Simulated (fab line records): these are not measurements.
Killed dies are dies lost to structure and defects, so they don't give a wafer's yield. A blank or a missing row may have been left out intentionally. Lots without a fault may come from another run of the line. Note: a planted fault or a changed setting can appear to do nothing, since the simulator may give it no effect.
Chamber matching    flow n5-finfet    N5_GATE_CUT_HM_DEP_46 on pecvd-04 has 3 sister chambers
The step deposits SiO2 from TEOS/O2, target thk 130 nm, time 26.6 s. 3 wafers are shown with their chamber, then 10 later ones without.

EACH WAFER AND ITS CHAMBER
wafer   chamber  throttle-valve-pct (%)
L085.2  0        20.2
L086.2  2        17.5
L086.3  1        17.9

WAFERS MISSING THEIR CHAMBER
wafer   throttle-valve-pct (%)
L086.4  20.2
L088.1  17.7
L088.2  17.8
L088.4  20.4
L093.3  18.2
L093.4  17.4
L093.5  17.9
L096.2  20.4
L096.3  17.8
L096.6  17.8

THE CHAMBER EACH PASSED THROUGH
wafer   from the rows above      in truth
L086.4  0                        0
L088.1  can't be placed: 1 or 2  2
L088.2  can't be placed: 1 or 2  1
L088.4  0                        0
L093.3  1                        1
L093.4  2                        2
L093.5  1                        1
L096.2  0                        0
L096.3  can't be placed: 1 or 2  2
L096.6  can't be placed: 1 or 2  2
Correct placement for 6 of the 10. Unplaceable from these rows: 4, with the true chamber sitting among the candidates in 4. Wrongly placed: 0.
How it was worked out, from the rows above alone: a wafer's distance from a chamber is the root of the sum, over the readings, of the square of ((its reading less the chamber's mean) divided by the reading's scatter). If the next closest chamber is less than 2 further off than the closest, the wafer can't be placed; otherwise it belongs to the closest. A chamber's mean is the mean of its shown wafers. The scatter: root of mean squared gap, hidden wafer to nearest shown wafer, with one shown wafer a chamber.
